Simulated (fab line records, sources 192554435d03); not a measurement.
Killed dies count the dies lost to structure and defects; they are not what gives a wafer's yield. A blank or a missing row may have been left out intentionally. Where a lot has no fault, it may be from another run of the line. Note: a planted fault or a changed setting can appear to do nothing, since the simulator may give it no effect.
fab line records -- flow n5Finfet
record: lots: 6, wafers: 18, lastDay: 18
route steps=1938 shown BEOL_M5@1159 BEOL_M6@1194 PASSIVATION@1936
lots that met no fault: from a run of the same line without faults
startH: start of the lot's first displayed wafer, in hours after the record's first day -- waitH: hours elapsed since this lot's preceding step -- " same as the row above -- L1.1+2: a row that stands for several wafers -- - either no value or no given start -- * or withheld: withheld -- < > ~ a bound
route shown NAME@n: a module of which the file shows steps, and the number in the route of the first -- usual: mean/standard deviation of fault-free wafers -- same: alike in all rows -- chamber/n: place in a boat -- sites: per-site readings -- _std_site: their standard deviation -- _edge_site: mean of outer sites minus mean of inner sites -- radiusMm: how far each site lies from the wafer's centre -- mask NAME#n: copy n -- behind: the tool/chamber that last shaped the wafer -- hold: what put the lot on hold/how long, in hours/how the hold closed -- device: which transistor (n, p or np) failed to switch -- end of line: the route-end tests of the same wafers -- step lacking rows: just its recipe -- killed: at the first sort, the dies lost to defects and structure; wafer yield is something else -- map: the dies of a wafer, with x for killed, . for not killed, _ for no die there
set.NAME: the run value of the setting; set.NAME@STEP: its run value at that earlier step -- model.NAME: the simulator's own value behind a step, which no gauge read
certain route steps with their lots: each step a table, each wafer a row
services: the hour from which a tool's chamber was out of use, counted from the record's first day as startH (under 0 if before that day), plus the number of hours and why
== steps ==
step: N5_BEOL_M5_STRIP_36
recipe: chemistry: N2/H2, powerW: 450, tempC: 40, pressureMtorr: 20, rfFrequencyHz: 6e+07, overashFraction: 0.3, biasPowerW: 7, h2Frac: 0.5, n2FlowSccm: 200, h2FlowSccm: 200
step: N5_BEOL_M5_TRENCH_ETCH_37
recipe: chemistry: C4F6/O2, targetDepthA: 716.52, target: SiCOH_lowk, timeS: 24.7, ionEnergyEv: 250, pressureMtorr: 30, sourceW: 345, biasW: 185, Ar_flow_sccm: 300, C4F6_flow_sccm: 10, O2_flow_sccm: 10
step: N5_BEOL_M5_ETCH_41
recipe: chemistry: CH3F/O2, target: SiCN, targetDepthA: 315, taperDeg: 2, timeS: 56.7, ionEnergyEv: 120, maskMaterial: TiN, pressureMtorr: 30, sourceW: 395, biasW: 75, Ar_flow_sccm: 150, CH3F_flow_sccm: 30, O2_flow_sccm: 20
step: N5_BEOL_M5_STRIP_91
recipe: chemistry: N2/H2, timeS: 10, powerW: 450, tempC: 40, pressureMtorr: 20, rfFrequencyHz: 6e+07, biasPowerW: 7, n2FlowSccm: 200, h2FlowSccm: 200
step: N5_BEOL_M5_OCD_MEAS_38
usual: trenchDepthNm: 71.2/1.8
lot.wafer,tool,chamber,startH,waitH,trenchDepthNm
L821.1,ocd-01,-,228.31,-,70.8
L821.5,ocd-01,-,228.31,-,69.6
L821.6,ocd-01,-,228.31,-,70.8
L822.2,ocd-01,-,229.49,-,70.4
L822.3,ocd-01,-,229.49,-,69.4
L822.4,ocd-01,-,229.49,-,69.1
L823.1,ocd-01,-,238.56,-,69.3
L823.2,ocd-01,-,238.56,-,71.8
L823.5,ocd-01,-,238.56,-,70.3
L824.2,ocd-02,-,249.28,-,71.0
L824.4,ocd-02,-,249.28,-,71.6
L824.6,ocd-02,-,249.28,-,73.5
L834.1,ocd-01,-,313.57,-,70.4
L834.3,ocd-01,-,313.57,-,71.3
L834.4,ocd-01,-,313.57,-,68.8
L836.1,ocd-02,-,319.05,-,71.0
L836.4,ocd-02,-,319.05,-,69.3
L836.5,ocd-02,-,319.05,-,70.6
step: N5_BEOL_M5_HM_STRIP_39
recipe: chemistry: peroxideTinStrip, material: TiN, targetDepthA: 250, tempC: 50, timeS: 158
step: N5_BEOL_M5_SRD_40
recipe: timeS: 30, tempC: 23, rinseLiquid: diw, dry: ipaMarangoni
step: N5_BEOL_M5_PRECLEAN_42
recipe: chemistry: residueRemover, timeS: 60, tempC: 40
step: N5_BEOL_M5_SRD_43
recipe: timeS: 30, tempC: 23, rinseLiquid: diw, dry: ipaMarangoni
step: N5_BEOL_M5_CD_MEAS_35
recipe: targetCdNm: 28, targetCdYNm: 24, polarity: opening
usual: cdNm: 28.1/0.5
lot.wafer,tool,chamber,startH,waitH,cdNm
L821.1,cdSem-02,-,228.47,0.0,28.1
L821.5,cdSem-02,-,228.47,0.0,27.8
L821.6,cdSem-02,-,228.47,0.0,28.6
L822.2,cdSem-02,-,229.65,0.0,28.6
L822.3,cdSem-02,-,229.65,0.0,27.6
L822.4,cdSem-02,-,229.65,0.0,28.7
L823.1,cdSem-01,-,238.71,0.0,28.1
L823.2,cdSem-01,-,238.71,0.0,27.7
L823.5,cdSem-01,-,238.71,0.0,28.3
L824.2,cdSem-03,-,249.44,0.0,27.3
L824.4,cdSem-03,-,249.44,0.0,27.5
L824.6,cdSem-03,-,249.44,0.0,28.2
L834.1,cdSem-03,-,313.72,0.0,28.7
L834.3,cdSem-03,-,313.72,0.0,27.9
L834.4,cdSem-03,-,313.72,0.0,28.0
L836.1,cdSem-02,-,319.20,0.0,28.0
L836.4,cdSem-02,-,319.20,0.0,28.0
L836.5,cdSem-02,-,319.20,0.0,27.2
step: N5_BEOL_M5_CURE_80
recipe: tempC: 370, timeS: 120, ambient: DMADMS/He, material: SiCOH_lowk
step: N5_BEOL_M5_DEGAS_44
recipe: ambient: vacuum, tempC: 250, timeS: 60
step: N5_BEOL_M5_PRE_CLEAN_45
recipe: gas: H2/He, timeS: 30, tempC: 250
usual: heaterPowerW: 339/37, susceptorTempC: 250.01/0.18
lot.wafer,tool,chamber,startH,waitH,heaterPowerW,susceptorTempC
L821.1,pvdSputter-02,-,229.31,0.0,395,250.09
L821.5,pvdSputter-02,-,229.31,0.0,319,250.20
L821.6,pvdSputter-02,-,229.31,0.0,302,249.93
L822.2,pvdSputter-02,-,230.49,0.0,312,250.18
L822.3,pvdSputter-02,-,230.49,0.0,409,250.03
L822.4,pvdSputter-02,-,230.49,0.0,404,250.08
L823.1,pvdSputter-02,-,239.33,0.0,302,250.02
L823.2,pvdSputter-02,-,239.33,0.0,325,249.90
L823.5,pvdSputter-02,-,239.33,0.0,324,249.92
L824.2,pvdSputter-02,-,250.25,0.0,326,249.86
L824.4,pvdSputter-02,-,250.25,0.0,304,249.86
L824.6,pvdSputter-02,-,250.25,0.0,307,249.81
L834.1,pvdSputter-03,-,314.77,0.0,298,250.12
L834.3,pvdSputter-03,-,314.77,0.0,265,249.89
L834.4,pvdSputter-03,-,314.77,0.0,380,250.01
L836.1,pvdSputter-03,-,319.93,0.0,291,250.28
L836.4,pvdSputter-03,-,319.93,0.0,256,250.22
L836.5,pvdSputter-03,-,319.93,0.0,289,250.24
step: N5_BEOL_M5_ALD_86
recipe: material: TaN, targetThkA: *, tempC: 275, aldPrecursorFamily: PDMAT, aldCoReactant: NH3, pressureTorr: 3, carrierFlowSccm: 1500, pulseTimeS: 2, purgeTimeS: 3, coReactantPurgeTimeS: 2, coReactantPulseTimeS: 3, aldCycles: 30, precursorVesselTempC: 75, precursorVesselPressureTorr: 26.25, precursorVesselCarrierSccm: 1000
usual: chamberPressureTorr: 3.000/0.006, heaterPowerW: 408/58, susceptorTempC: 275.01/0.17
lot.wafer,tool,chamber,startH,waitH,chamberPressureTorr,heaterPowerW,susceptorTempC
L821.1,aldMetal-03,0,229.37,0.0,2.996,468,275.18
L821.5,aldMetal-03,1,229.37,0.0,3.003,375,275.04
L821.6,aldMetal-03,0,229.37,0.0,3.007,469,275.01
L822.2,aldMetal-03,0,230.78,0.3,2.996,473,274.84
L822.3,aldMetal-03,3,230.78,0.3,3.008,423,274.94
L822.4,aldMetal-03,1,230.78,0.3,2.997,366,274.99
L823.1,aldMetal-02,3,239.40,0.0,3.003,340,274.70
L823.2,aldMetal-02,1,239.40,0.0,2.997,386,275.00
L823.5,aldMetal-02,3,239.40,0.0,2.995,347,274.83
L824.2,aldMetal-02,3,250.32,0.1,3.000,347,275.14
L824.4,aldMetal-02,0,250.32,0.1,3.000,372,274.83
L824.6,aldMetal-02,0,250.32,0.1,3.000,366,275.10
L834.1,aldMetal-01,3,314.83,0.0,3.006,371,275.05
L834.3,aldMetal-01,2,314.83,0.0,3.005,325,274.98
L834.4,aldMetal-01,1,314.83,0.0,3.006,425,275.01
L836.1,aldMetal-02,1,319.99,0.0,2.996,386,274.71
L836.4,aldMetal-02,0,319.99,0.0,2.986,372,275.28
L836.5,aldMetal-02,2,319.99,0.0,3.013,458,274.90
step: N5_BEOL_M5_SURFACE_TREAT_87
recipe: gas: Ar, timeS: *, ionEnergyEv: *, ionCurrentMaCm2: 0.5, pressureMtorr: *, arFlowSccm: 30
step: N5_BEOL_M5_CVD_47
recipe: material: Co, targetThkA: 30, tempC: withheld, precursor: CCTBA/H2, pressureTorr: 30, timeS: 216
step: N5_BEOL_M5_SPUTTER_48
recipe: material: Cu, targetThkA: 150, tempC: -20, chamberPressurePa: 0.07, powerW: withheld, timeS: 27.62
step: N5_BEOL_M5_ANNEAL_49
recipe: tempC: 400, timeS: 1800, ambient: vacuum
step: N5_BEOL_M5_SPUTTER_81
recipe: material: Cu, targetThkA: 150, tempC: -20, chamberPressurePa: 0.07, powerW: withheld, timeS: 27.62
step: N5_BEOL_M5_ANNEAL_82
recipe: tempC: 400, timeS: 1800, ambient: vacuum
step: N5_BEOL_M5_SPUTTER_83
recipe: material: Cu, targetThkA: 150, tempC: -20, chamberPressurePa: 0.07, powerW: withheld, timeS: 27.62
step: N5_BEOL_M5_ANNEAL_84
recipe: tempC: 400, timeS: 1800, ambient: vacuum
step: N5_BEOL_M5_SPUTTER_88
recipe: material: Cu, targetThkA: 150, tempC: -20, chamberPressurePa: 0.07, powerW: withheld, timeS: 27.62
usual: susceptorTempC: -20.02/0.1, throttleValvePct: 29.9/0.87
lot.wafer,tool,chamber,startH,waitH,susceptorTempC,throttleValvePct
L821.1,pvdSputter-01,-,233.25,0.5,-20.06,30.3
L821.5,pvdSputter-01,-,233.25,0.5,-20.10,30.1
L821.6,pvdSputter-01,-,233.25,0.5,-20.09,29.0
L822.2,pvdSputter-02,-,236.09,0.5,-20.07,29.8
L822.3,pvdSputter-02,-,236.09,0.5,-20.00,27.6
L822.4,pvdSputter-02,-,236.09,0.5,-20.22,30.2
L823.1,pvdSputter-01,-,243.18,0.5,-20.12,29.8
L823.2,pvdSputter-01,-,243.18,0.5,-20.06,29.3
L823.5,pvdSputter-01,-,243.18,0.5,-20.10,30.2
L824.2,pvdSputter-03,-,254.20,0.5,-19.99,30.9
L824.4,pvdSputter-03,-,254.20,0.5,-20.21,29.7
L824.6,pvdSputter-03,-,254.20,0.5,-20.06,30.8
L834.1,pvdSputter-03,-,318.73,0.5,-20.04,31.1
L834.3,pvdSputter-03,-,318.73,0.5,-20.16,29.7
L834.4,pvdSputter-03,-,318.73,0.5,-19.87,30.8
L836.1,pvdSputter-03,-,323.87,0.5,-19.82,30.7
L836.4,pvdSputter-03,-,323.87,0.5,-19.99,30.1
L836.5,pvdSputter-03,-,323.87,0.5,-20.04,31.0
step: N5_BEOL_M5_ANNEAL_89
recipe: tempC: 400, timeS: 1800, ambient: vacuum
step: N5_BEOL_M5_SPUTTER_90
recipe: material: Cu, targetThkA: 45, tempC: -20, chamberPressurePa: 0.07, powerW: withheld, timeS: 8.29
step: N5_BEOL_M5_ECD_50
recipe: material: Cu, targetThkA: 3000
step: N5_BEOL_M5_ANNEAL_51
recipe: tempC: 225, timeS: 90, ambient: N2
usual: annealTempC: 224.94/0.21, wafer_temp_C_max: 226.3/0.46
lot.wafer,tool,chamber,startH,waitH,annealTempC,wafer_temp_C_max
L821.1,rtpAnneal-02,0,234.54,0.1,224.58,226.7
L821.5,rtpAnneal-02,0,234.54,0.1,224.67,226.6
L821.6,rtpAnneal-02,0,234.54,0.1,224.86,226.1
L822.2,rtpAnneal-02,0,237.42,0.1,224.43,226.6
L822.3,rtpAnneal-02,0,237.42,0.1,224.83,226.7
L822.4,rtpAnneal-02,0,237.42,0.1,224.67,226.4
L823.1,rtpAnneal-02,0,244.47,0.1,225.19,226.4
L823.2,rtpAnneal-02,0,244.47,0.1,225.25,226.7
L823.5,rtpAnneal-02,0,244.47,0.1,225.18,226.1
L824.2,rtpAnneal-01,0,255.55,0.1,224.79,226.1
L824.4,rtpAnneal-01,0,255.55,0.1,224.87,225.5
L824.6,rtpAnneal-01,0,255.55,0.1,224.87,225.5
L834.1,rtpAnneal-02,0,320.02,0.1,224.73,226.6
L834.3,rtpAnneal-02,0,320.02,0.1,224.56,226.2
L834.4,rtpAnneal-02,0,320.02,0.1,224.85,227.3
L836.1,rtpAnneal-02,0,325.16,0.1,225.19,226.5
L836.4,rtpAnneal-02,0,325.16,0.1,225.12,226.7
L836.5,rtpAnneal-02,0,325.16,0.1,225.18,226.9
step: N5_BEOL_M5_CMP_52
recipe: stopOn: SiCOH_lowk, tOverpolishS: 6.9, downForcePsi: 1, platenRpm: 50, clearingPlatenDownForcePsi: 1.5, clearingPlatenRpm: 50, postCmpClean: cuAlkaline, targetThkNm: 62, clearingPlatenPadVelocityMS: 0.99484, padVelocityMS: 0.99484
step: N5_BEOL_M5_THK_MEAS_53
recipe: thkMeasGauge: xrf, reads: Cu_of_BEOL_M5_ECD_50
usual: M5_THK: 61.9/2.5
lot.wafer,tool,chamber,startH,waitH,M5_THK[nm]
L821.1,filmMetro-02,-,235.13,-,61.3
L821.5,filmMetro-02,-,235.13,-,58.5
L821.6,filmMetro-02,-,235.13,-,61.0
L822.2,filmMetro-01,-,237.97,-,61.7
L822.3,filmMetro-01,-,237.97,-,62.4
L822.4,filmMetro-01,-,237.97,-,60.7
L823.1,filmMetro-01,-,245.06,-,62.0
L823.2,filmMetro-01,-,245.06,-,61.4
L823.5,filmMetro-01,-,245.06,-,62.4
L824.2,filmMetro-02,-,256.10,-,62.6
L824.4,filmMetro-02,-,256.10,-,63.1
L824.6,filmMetro-02,-,256.10,-,66.3
L834.1,filmMetro-02,-,320.61,-,61.2
L834.3,filmMetro-02,-,320.61,-,60.0
L834.4,filmMetro-02,-,320.61,-,57.5
L836.1,filmMetro-02,-,326.70,-,62.3
L836.4,filmMetro-02,-,326.70,-,62.3
L836.5,filmMetro-02,-,326.70,-,61.4
step: N5_BEOL_M5_PRE_CLEAN_77
recipe: gas: NH3/H2, timeS: 15, tempC: *, rfPowerW: 300
usual: heaterPowerW: 90/23, susceptorTempC: *
lot.wafer,tool,chamber,startH,waitH,heaterPowerW,susceptorTempC
L821.1,cvdCo-02,0,235.17,0.0,85,*
L821.5,cvdCo-02,0,235.17,0.0,86,*
L821.6,cvdCo-02,2,235.17,0.0,98,*
L822.2,cvdCo-01,2,238.01,0.0,66,*
L822.3,cvdCo-01,0,238.01,0.0,68,*
L822.4,cvdCo-01,0,238.01,0.0,66,*
L823.1,cvdCo-02,1,245.09,0.0,134,*
L823.2,cvdCo-02,0,245.09,0.0,85,*
L823.5,cvdCo-02,0,245.09,0.0,85,*
L824.2,cvdCo-02,0,256.14,0.0,86,*
L824.4,cvdCo-02,1,256.14,0.0,135,*
L824.6,cvdCo-02,0,256.14,0.0,87,*
L834.1,cvdCo-02,0,320.65,0.0,84,*
L834.3,cvdCo-02,2,320.65,0.0,99,*
L834.4,cvdCo-02,0,320.65,0.0,86,*
L836.1,cvdCo-02,1,326.97,0.3,127,*
L836.4,cvdCo-02,0,326.97,0.3,87,*
L836.5,cvdCo-02,2,326.97,0.3,99,*
step: N5_BEOL_M5_CO_CAP_78
recipe: material: Co, targetThkA: 20, tempC: 200, precursor: CCTBA/H2, pressureTorr: 30, timeS: 102.1
step: N5_BEOL_M5_PRE_CLEAN_55
recipe: gas: NH3, timeS: 15, tempC: withheld, rfPowerW: 300
step: N5_BEOL_M5_DEP_56
recipe: material: SiCN, targetThkA: 80, tempC: withheld, precursor: 3MS/NH3, pressureTorr: 3, rfW: 202, timeS: 14
step: N5_BEOL_M5_RS_MEAS_57
recipe: thkMeasGauge: four-point-probe, reads: Co_of_BEOL_M5_CO_CAP_78+Cu_of_BEOL_M5_ECD_50+Co_of_BEOL_M5_CVD_47+TaN_of_BEOL_M5_ALD_86
usual: M5_RS: 0.393/0.019
lot.wafer,tool,chamber,startH,waitH,M5_RS[ohm/sq]
L821.1,filmMetro-02,-,235.39,0.0,0.395
L821.5,filmMetro-02,-,235.39,0.0,0.419
L821.6,filmMetro-02,-,235.39,0.0,0.396
L822.2,filmMetro-01,-,238.23,0.1,0.395
L822.3,filmMetro-01,-,238.23,0.1,0.390
L822.4,filmMetro-01,-,238.23,0.1,0.401
L823.1,filmMetro-01,-,245.32,0.0,0.388
L823.2,filmMetro-01,-,245.32,0.0,0.393
L823.5,filmMetro-01,-,245.32,0.0,0.384
L824.2,filmMetro-01,-,256.37,0.1,0.381
L824.4,filmMetro-01,-,256.37,0.1,0.379
L824.6,filmMetro-01,-,256.37,0.1,0.357
L834.1,filmMetro-02,-,320.90,0.1,0.396
L834.3,filmMetro-02,-,320.90,0.1,0.406
L834.4,filmMetro-02,-,320.90,0.1,0.429
L836.1,filmMetro-02,-,327.19,0.0,0.386
L836.4,filmMetro-02,-,327.19,0.0,0.388
L836.5,filmMetro-02,-,327.19,0.0,0.397
step: N5_BEOL_M6_ILD_DEP_00
recipe: material: SiCOH_lowk, targetThkA: 1797.5, tempC: 300, precursor: DEMS/porogen, pressureTorr: 5, rfW: 500, timeS: 33.4
step: N5_BEOL_M6_CURE_74
recipe: tempC: 385, timeS: 240, ambient: He/Ar, material: SiCOH_lowk
step: N5_BEOL_M6_THK_MEAS_01
recipe: reads: SiCOH_lowk_of_BEOL_M6_ILD_DEP_00
usual: M6_ILD_THK: 154.8/2.1
lot.wafer,tool,chamber,startH,waitH,M6_ILD_THK[nm]
L821.1,filmMetro-02,-,236.07,0.4,152.2
L821.5,filmMetro-02,-,236.07,0.4,153.2
L821.6,filmMetro-02,-,236.07,0.4,154.0
L822.2,filmMetro-01,-,238.89,0.4,152.7
L822.3,filmMetro-01,-,238.89,0.4,154.8
L822.4,filmMetro-01,-,238.89,0.4,155.0
L823.1,filmMetro-01,-,246.44,0.8,157.0
L823.2,filmMetro-01,-,246.44,0.8,156.9
L823.5,filmMetro-01,-,246.44,0.8,158.6
L824.2,filmMetro-02,-,257.04,0.4,155.2
L824.4,filmMetro-02,-,257.04,0.4,158.5
L824.6,filmMetro-02,-,257.04,0.4,157.9
L834.1,filmMetro-02,-,321.54,0.4,152.8
L834.3,filmMetro-02,-,321.54,0.4,152.0
L834.4,filmMetro-02,-,321.54,0.4,154.5
L836.1,filmMetro-02,-,327.83,0.4,155.3
L836.4,filmMetro-02,-,327.83,0.4,157.9
L836.5,filmMetro-02,-,327.83,0.4,158.5
step: N5_BEOL_M6_PECVD_70
recipe: material: SiO2, targetThkA: 200, tempC: 400, precursor: TEOS/O2, pressureTorr: 5.5, rfW: 450, teosFlowSccm: 53.8, gas: O2, flowSccm: 3000, timeS: 22.7
step: N5_BEOL_M6_HM_DEP_02
recipe: material: TiN, targetThkA: 200, tempC: 25, chamberPressurePa: 0.49996
usual: susceptorTempC: 25.00/0.11, throttleValvePct: 29.7/1
lot.wafer,tool,chamber,startH,waitH,susceptorTempC,throttleValvePct
L821.1,pvdSputter-01,-,238.34,2.2,25.03,30.0
L821.5,pvdSputter-01,-,238.34,2.2,24.78,30.0
L821.6,pvdSputter-01,-,238.34,2.2,25.08,29.3
L822.2,pvdSputter-02,-,239.67,0.7,24.95,30.6
L822.3,pvdSputter-02,-,239.67,0.7,25.12,28.5
L822.4,pvdSputter-02,-,239.67,0.7,25.01,27.6
L823.1,pvdSputter-03,-,246.67,0.2,24.91,30.9
L823.2,pvdSputter-03,-,246.67,0.2,25.06,29.5
L823.5,pvdSputter-03,-,246.67,0.2,24.89,31.1
L824.2,pvdSputter-02,-,258.22,1.1,25.02,30.1
L824.4,pvdSputter-02,-,258.22,1.1,24.97,28.7
L824.6,pvdSputter-02,-,258.22,1.1,25.04,29.8
L834.1,pvdSputter-02,-,325.88,4.3,25.06,30.9
L834.3,pvdSputter-02,-,325.88,4.3,25.16,27.7
L834.4,pvdSputter-02,-,325.88,4.3,24.98,29.9
L836.1,pvdSputter-02,-,329.49,1.6,24.99,30.6
L836.4,pvdSputter-02,-,329.49,1.6,25.07,27.7
L836.5,pvdSputter-02,-,329.49,1.6,24.86,28.6
step: N5_BEOL_M6_COAT_59
recipe: resist: SOC, tempC: 250, timeS: 60, spinRpm: 1500, resistThkNm: 100
step: N5_BEOL_M6_COAT_60
recipe: resist: SiARC, tempC: 220, timeS: 60, spinRpm: 1500, resistThkNm: 35
step: N5_PASSIVATION_PROBE_49
usual: defectLimitedYield: 91.5/1.4, killed_at_M0_to_M3: 32/11, killed_at_M4_up: 12/4.4, killedAtContacts: 13/6.1, killedAtFrontEnd: 39/12, killedAtOther: 3.9/3, killedDies: 100/17, killedOnRim: 13/3.9, killedOpen: 66/12, killedShort: 33/7.4, sort_bin_5_function: 5.0/0.95, sort_bin_6_memory: 3.2/0.66, sort_bin_8_speed: 0.0/0.33, sortNPass: 1079/17, sortYieldPct: 91.4/1.5
same: grossDies: 1180, killedAtBackSide: 0, sort_bin_4_leakage[%]: 0
lot.wafer,tool,chamber,startH,waitH,defectLimitedYield[%],killed_at_M0_to_M3,killed_at_M4_up,killedAtContacts,killedAtFrontEnd,killedAtOther,killedDies,killedOnRim,killedOpen,killedShort,sort_bin_5_function[%],sort_bin_6_memory[%],sort_bin_8_speed[%],sortNPass,sortYieldPct[%]
L821.1,prober-02,-,331.98,0.0,88.4,32,18,23,60,4,137,18,100,37,6.9,4.2,0,1043,88.4
L821.5,prober-02,-,332.18,0.2,89.9,22,11,20,63,3,119,22,81,38,4.7,5.1,0,1061,89.9
L821.6,prober-02,-,332.23,0.3,89.5,42,21,21,35,5,124,16,78,45,5.4,4.6,0,1056,89.5
L822.2,prober-02,-,336.40,0.1,91.3,36,10,8,45,4,103,10,68,35,5.0,3.4,0,1077,91.3
L823.1,prober-02,-,340.18,0.0,89.3,41,48,17,20,0,126,26,45,31,5.8,3.7,0,1054,89.3
L823.2,prober-02,-,340.23,0.1,85.6,14,97,16,31,12,170,27,46,35,8.4,3.8,0,1010,85.6
L823.5,prober-02,-,340.38,0.2,85.5,33,98,13,25,2,171,30,54,28,9.4,3.1,0,1009,85.5
L824.2,prober-01,-,347.97,0.1,83.8,40,99,19,33,0,191,24,61,36,9.5,4.4,0,989,83.8
L824.4,prober-01,-,348.07,0.2,88.1,43,56,24,18,0,141,29,66,30,6.6,3.9,0.1,1039,88.1
L824.6,prober-01,-,348.17,0.3,85.7,50,66,17,34,2,169,31,76,42,9.0,4.1,0,1011,85.7
killed by level:class
L821.1 MOL_CONTACT_COAG:geometricParticle:open=20 FIN_SAQP:geometricParticle:open=18 STI_FIN_REVEAL:geometricParticle:open=16 FIN_SAQP:geometricParticle:short=12 BEOL_M4:geometricParticle:open=9 BEOL_M0_SAQP:geometricParticle:short=7 BEOL_M0_SAQP:geometricParticle:open=6 BEOL_M2:geometricParticle:open=6
L821.5 STI_FIN_REVEAL:geometricParticle:open=27 MOL_CONTACT_COAG:geometricParticle:open=15 FIN_SAQP:geometricParticle:open=8 STI_FIN_REVEAL:geometricParticle:short=7 MOL_CONTACT_COAG:geometricParticle:short=5 FIN_SAQP:geometricParticle:short=4 BEOL_M0_SAQP:geometricParticle:short=4 DUMMY_GATE:geometricParticle:open=3
L821.6 MOL_CONTACT_COAG:geometricParticle:open=16 BEOL_M0_SAQP:geometricParticle:open=11 FIN_SAQP:geometricParticle:short=10 BEOL_M0_SAQP:geometricParticle:short=10 BEOL_M4:geometricParticle:open=9 FIN_SAQP:geometricParticle:open=8 BEOL_M1:geometricParticle:open=8 MOL_CONTACT_COAG:geometricParticle:short=5
L822.2 FIN_SAQP:geometricParticle:open=15 BEOL_M0_SAQP:geometricParticle:short=11 FIN_SAQP:geometricParticle:short=9 MOL_CONTACT_COAG:geometricParticle:open=8 BEOL_M0_SAQP:geometricParticle:open=8 STI_FIN_REVEAL:geometricParticle:open=8 BEOL_M3:geometricParticle:open=8 BEOL_M5:geometricParticle:open=4
L823.1 BEOL_M5:unspecified=45 MOL_CONTACT_COAG:geometricParticle:open=12 BEOL_M2:geometricParticle:open=9 BEOL_M0_SAQP:geometricParticle:short=8 BEOL_M0_SAQP:geometricParticle:open=8 BEOL_M2:geometricParticle:short=7 FIN_SAQP:geometricParticle:open=5 FIN_SAQP:geometricParticle:short=5
L823.2 BEOL_M5:unspecified=87 MOL_CONTACT_COAG:geometricParticle:open=11 FIN_SAQP:geometricParticle:open=7 ILD0:geometricParticle:short=6 FIN_SAQP:geometricParticle:short=5 STI_FIN_REVEAL:geometricParticle:open=5 PAD_METAL:geometricParticle:short=5 MOL_CONTACT_COAG:geometricParticle:short=4
L823.5 BEOL_M5:unspecified=88 BEOL_M0_SAQP:geometricParticle:open=11 MOL_CONTACT_COAG:geometricParticle:open=9 BEOL_M2:geometricParticle:open=8 ILD0:geometricParticle:short=5 BEOL_M0_SAQP:geometricParticle:short=5 BEOL_M3:geometricParticle:open=5 FIN_SAQP:geometricParticle:open=3
L824.2 BEOL_M5:unspecified=90 MOL_CONTACT_COAG:geometricParticle:open=12 BEOL_M0_SAQP:geometricParticle:open=11 STI_FIN_REVEAL:geometricParticle:open=10 BEOL_M3:geometricParticle:open=9 MOL_CONTACT_COAG:geometricParticle:short=7 BEOL_M0_SAQP:geometricParticle:short=6 BEOL_M2:geometricParticle:open=6
L824.4 BEOL_M5:unspecified=44 MOL_CONTACT_COAG:geometricParticle:open=18 BEOL_M0_SAQP:geometricParticle:short=14 STI_FIN_REVEAL:geometricParticle:open=10 BEOL_M0_SAQP:geometricParticle:open=8 BEOL_M2:geometricParticle:open=8 BEOL_M3:geometricParticle:open=7 MOL_CONTACT_COAG:geometricParticle:short=6
L824.6 BEOL_M5:unspecified=45 BEOL_M0_SAQP:geometricParticle:short=17 MOL_CONTACT_COAG:geometricParticle:open=14 BEOL_M4:geometricParticle:open=12 STI_FIN_REVEAL:geometricParticle:open=9 BEOL_M0_SAQP:geometricParticle:open=9 BEOL_M1:geometricParticle:open=7 BEOL_M2:geometricParticle:short=5
map L823.5 (x killed, . not)
_________________........x...________________
______________.................._____________
___________................x.......__________
__________.........xx.............xx_________
________............................x._______
_______...xx............x............x.______
______.x.x...x.........................._____
_____.............................x......____
____x.x..........x.xx......x........x.....___
___...............x..........x..x..........__
___.x.................x....................__
__......................x..................._
__.....x..............x....................._
_..................x.....................x...
_..........x.x.........x................x....
_.xx.......................x....xx.x..x......
_.x...x........................x..........x..
_.x........................x.............x...
_............................x..x............
_........x.x...x.............x.............x.
_..x........x.............x..................
__................................x........._
__..........x..............................._
___xxx....................x..x....x.x......__
___.........................x....xx..xxx...__
____...x....x........x........xxxxxxxx....___
_____x....................x.xxxxxxxxxxxxx____
______..........x.x...x.x..xxxxxxxxxxxxx_____
_______......x.....x......xxxxxxxxxxxxx______
________..............x...xxxxxxxxxxxx_______
__________...x............xxxxxxxxxx_________
___________.................xxxxxxx__________
______________.......x......xxxx_____________
_________________......x..x..________________
map L824.2 (x killed, . not)
_________________...x........________________
______________.........x........_____________
___________.....x..................__________
__________......x................x.._________
________....x.................x......._______
_______...x.....x.x..............x.....______
______.x................................_____
_____......x.........x.....x..x..........____
____.........x............................___
___x.x.......x.........x...................__
___.....xx....x....x.......................__
__..x......xx.x.......x.....x........x......_
__x......xxxx.x............................._
_.............x..........x......x.........x..
_..................x..................xx.....
_....................x..x....................
_.........x.............xxx..........x.x.....
_........x.....x.x.....................x.....
_....x...........x....x.....x....x.......x...
_..........xx.x.............x.x..............
_..................x........x..........x.....
__......x............x..........x..........._
__x...x..............x.............xx......._
___......x..........x.....xx..xx..x...x....__
___..x.......x...............x.xxxxx.xx....__
____.......x..x..x....x.x..x.xxxxxx.x..x..___
_____...............xx.....xxxxxxxxxxx..x____
______........xx..........x..xxxxxxxxxx._____
_______....x...x..........x.xxxxxxxxxxx______
________..x...x............xxxxxxxxxxx_______
__________...........x....x.xxxxxxxx_________
___________.....x.........x.xxxxxxx__________
______________............xx.xxx_____________
_________________..........xx________________
== services ==
tool,chamber,startH,hours,kind
aldMetal-03,3,216.40,2.1,repair
cvdCo-01,-,218.10,0.7,repair
cvdCo-01,-,244.77,0.8,repair
aldMetal-03,3,262.83,25.9,repair
cvdCo-02,-,298.91,4.3,pm
cvdCo-01,-,304.14,0.2,repair
aldMetal-01,-,306.07,8.7,pm
aldMetal-03,2,313.96,1.7,repair
cvdCo-02,-,323.06,2.8,pm
== key ==
firstSign: step: N5_PASSIVATION_PROBE_49, reading: killed_at_M4_up, direction: up, sigmas: 15, usual: 12, struck: 77
effect: step: N5_PASSIVATION_PROBE_49, reading: defectLimitedYield, direction: down, sigmas: 3.6, usual: 91.5, struck: 86.3
moreKillsBornAt: N5_BEOL_M5_PRE_CLEAN_45@pvdSputter-02: 399
metAt N5_BEOL_M5_PRE_CLEAN_45
struckWafers L823.1,L823.2,L823.5,L824.2,L824.4,L824.6
onsetBetween 230.49 239.33
fault: kind: chamberParticleSource, tool: pvdSputter-02, chamber: -, onsetH: 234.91, steps: N5_BEOL_M5_PRE_CLEAN_45, ratePerVisitCm2: 0.72974, endH: 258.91
